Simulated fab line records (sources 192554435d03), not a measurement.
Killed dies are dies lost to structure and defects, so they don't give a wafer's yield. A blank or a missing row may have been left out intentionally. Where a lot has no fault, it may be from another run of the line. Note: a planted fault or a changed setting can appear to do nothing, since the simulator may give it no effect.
Which tool did it? | flow n5-finfet | 21 wafers from 7 lots sampled at 7 of the route's 1938 steps

WHAT THE GAUGES SHOWED, per wafer
N5_BEOL_M11_CD_MEAS_18: pitch 140 nm, target cd 70 nm.
lot  | measured     | on        | cd-nm (nm)
L585 | day 10 11:49 | cd-sem-02 | 69.2 68.6 69.2
L587 | day 11 15:01 | cd-sem-01 | 70.3 69.9 69.4
L589 | day 12 00:11 | cd-sem-01 | 71.3 70.6 70.1
L591 | day 12 15:37 | cd-sem-01 | 69.9 70.2 69.9
L595 | day 12 21:35 | cd-sem-01 | 69.8 69.3 69.6
L594 | day 13 05:02 | cd-sem-01 | 69.3 69.5 69.8
L597 | day 14 01:01 | cd-sem-01 | - - -

WHICH TOOL RAN EACH LOT (tool, then ch and the chambers of the sampled wafers, then the start)
lot  | N5_BEOL_M10_STRIP_36               | N5_BEOL_M10_DEGAS_44         | N5_BEOL_M11_DESCUM_16              | N5_BEOL_M11_ETCH_61                | N5_BEOL_M11_ETCH_62                | N5_BEOL_M11_HM_OPEN_17
L585 | rie-diel-06 ch 0,2,3, day 10 06:55 | pvd-sputter-03, day 10 07:58 | rie-diel-03 ch 1,2,3, day 10 11:16 | rie-diel-03 ch 1,2,3, day 10 11:17 | rie-diel-03 ch 1,2,3, day 10 11:20 | rie-metal-03 ch 1, day 10 11:34
L587 | rie-diel-04 ch 1,2, day 11 07:26   | pvd-sputter-03, day 11 08:31 | rie-diel-03 ch 0,3, day 11 14:28   | rie-diel-03 ch 0,3, day 11 14:30   | rie-diel-03 ch 0,3, day 11 14:33   | rie-metal-01 ch 0,1, day 11 14:44
L589 | rie-diel-02 ch 0,1,3, day 11 16:08 | pvd-sputter-02, day 11 17:20 | rie-diel-01 ch 1,2,3, day 11 23:44 | rie-diel-01 ch 1,2,3, day 11 23:46 | rie-diel-01 ch 1,2,3, day 11 23:49 | rie-metal-02 ch 1, day 12 00:00
L591 | rie-diel-04 ch 0,2, day 12 07:25   | pvd-sputter-02, day 12 08:32 | rie-diel-01 ch 0,1,2, day 12 15:04 | rie-diel-01 ch 0,1,2, day 12 15:06 | rie-diel-01 ch 0,1,2, day 12 15:09 | rie-metal-03 ch 0,1, day 12 15:20
L595 | rie-diel-02 ch 1,2,3, day 12 15:34 | pvd-sputter-03, day 12 16:21 | rie-diel-03 ch 0,1,2, day 12 21:01 | rie-diel-03 ch 0,1,2, day 12 21:03 | rie-diel-03 ch 0,1,2, day 12 21:06 | rie-metal-03 ch 0,1, day 12 21:18
L594 | rie-diel-04 ch 0,3, day 12 22:57   | pvd-sputter-02, day 12 23:47 | rie-diel-03 ch 0,1,3, day 13 04:10 | rie-diel-03 ch 0,1,3, day 13 04:11 | rie-diel-03 ch 0,1,3, day 13 04:14 | rie-metal-03 ch 0,1, day 13 04:26
L597 | rie-diel-06 ch 2,3, day 13 17:31   | pvd-sputter-01, day 13 18:26 | rie-diel-03 ch 0,2,3, day 14 00:34 | rie-diel-03 ch 0,2,3, day 14 00:35 | rie-diel-03 ch 0,2,3, day 14 00:38 | rie-metal-03 ch 0,1, day 14 00:50
- N5_BEOL_M10_STRIP_36: strips in N2/H2.
- N5_BEOL_M10_DEGAS_44: time 60 s.
- N5_BEOL_M11_DESCUM_16: chemistry O2, time 7.9 s.
- N5_BEOL_M11_ETCH_61: etches SiARC in CF4, target depth 39 nm, time 65 s.
- N5_BEOL_M11_ETCH_62: etches SOC in N2/H2, target depth 110 nm, overetch 22 nm, time 165 s.
- N5_BEOL_M11_HM_OPEN_17: chemistry Cl2/BCl3, target TiN, target depth 20 nm, overetch 6 nm.

THE ANSWER, worked out from the rows above alone
Rule: usual is defined by the lots themselves. Put in order of their means at a reading, lots are off if they are a third of the lots or fewer, leave a main group of 4 or more, and stand apart from it by a gap of 3 or more times the standard deviation of the main group's means; of several such gaps the widest counts. A main group whose means are all the same, to the digits that the tables above print for the reading, isn't used. A lot without any number at a reading at which 4 lots or more have one is off too. Any other lot the step has rows for is counted as sound.
Off at N5_BEOL_M11_CD_MEAS_18 (cd-nm): L597. Without a number there: L597. The main group has a mean of 69.8 nm with a standard deviation of 0.51.
A tool fits if, at a process step before that reading, it ran every lot that is off, and no sound lot after the first of them. Gauges at N5_BEOL_M11_CD_MEAS_18: tried the same way as those tools. Can't be told from this: 5 tools fit, rie-diel-06 at N5_BEOL_M10_STRIP_36, pvd-sputter-01 at N5_BEOL_M10_DEGAS_44, rie-diel-03 at N5_BEOL_M11_DESCUM_16 and N5_BEOL_M11_ETCH_61 and N5_BEOL_M11_ETCH_62, rie-metal-03 at N5_BEOL_M11_HM_OPEN_17, cd-sem-01 at N5_BEOL_M11_CD_MEAS_18.

WHAT THE SIMULATOR HAD INSERTED
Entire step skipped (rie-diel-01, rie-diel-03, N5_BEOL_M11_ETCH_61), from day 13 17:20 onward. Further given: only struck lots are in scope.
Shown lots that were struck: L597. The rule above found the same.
